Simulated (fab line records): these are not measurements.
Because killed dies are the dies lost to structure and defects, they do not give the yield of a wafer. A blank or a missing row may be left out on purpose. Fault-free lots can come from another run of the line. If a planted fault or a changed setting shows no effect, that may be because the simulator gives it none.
Matching of chambers	flow n5 finfet	N5_BEOL_M0_DEP_125 on pecvd-04: 3 sister chambers
The step deposits SiCN from 3MS/NH3, target thk 8 nm, time 14 s. 27 wafers are shown with their chamber, then 12 later ones without.

## WAFERS, EACH WITH ITS CHAMBER
wafer	chamber	throttle valve pct (%)	showerhead plenum p Torr (Torr)
L076.2	2	9.1	3.643
L076.3	0	9.3	3.665
L076.6	2	9.2	3.641
L079.1	1	8.7	3.641
L079.3	0	9.0	3.660
L079.5	2	9.1	3.644
L080.2	2	9.1	3.645
L080.3	0	9.3	3.651
L080.4	2	9.3	3.645
L081.1	0	9.4	3.649
L081.3	2	9.0	3.641
L081.6	1	8.5	3.655
L082.2	0	9.0	3.659
L082.3	2	9.4	3.639
L082.6	0	9.1	3.658
L083.3	0	9.0	3.658
L083.4	1	9.0	3.657
L083.5	0	9.0	3.661
L084.1	2	9.4	3.642
L084.2	0	9.0	3.663
L084.3	1	8.6	3.658
L084.4	2	9.3	3.633
L084.5	0	9.6	3.666
L084.6	1	8.8	3.644
L087.1	2	9.3	3.640
L087.2	0	9.3	3.663
L087.3	1	8.6	3.665

SIGNATURES (means of the wafers above)
reading	chamber 0	chamber 1	chamber 2	scatter within a chamber
throttle valve pct	9.182	8.700	9.220	0.179
showerhead plenum p Torr	3.65936	3.65333	3.64130	0.00582
Rule: a wafer's distance from a chamber is the root of the sum, over the readings, of the square of ((its reading less the chamber's mean) divided by the reading's scatter). If the next closest chamber is less than 2 further off than the closest, the wafer can't be placed; otherwise it belongs to the closest. How the scatter is found: for the shown wafers, subtract from each reading the mean of its chamber, square and add these, divide the total by (wafers less chambers), then take the root.

## WAFERS MISSING THEIR CHAMBER
wafer	throttle valve pct (%)	showerhead plenum p Torr (Torr)
L087.4	9.3	3.628
L087.5	8.6	3.661
L087.6	9.0	3.662
L091.4	9.2	3.657
L091.5	9.4	3.636
L091.6	9.4	3.656
L095.2	9.4	3.632
L095.4	9.3	3.645
L095.5	8.7	3.650
L096.1	9.2	3.635
L096.4	9.6	3.658
L096.5	8.6	3.661

## WHICH CHAMBER EACH WENT THROUGH
wafer	from the rows above	in truth
L087.4	2	2
L087.5	can't be placed: 1 or 0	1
L087.6	can't be placed: 0 or 1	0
L091.4	0	0
L091.5	2	2
L091.6	can't be placed: 0 or 2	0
L095.2	2	2
L095.4	can't be placed: 2 or 0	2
L095.5	1	1
L096.1	2	2
L096.4	can't be placed: 0 or 2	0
L096.5	can't be placed: 1 or 0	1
Placed correctly: 6 of 12. Can't be placed from these rows: 6 (the true chamber is among the candidates in 6). Placed wrongly: 0.
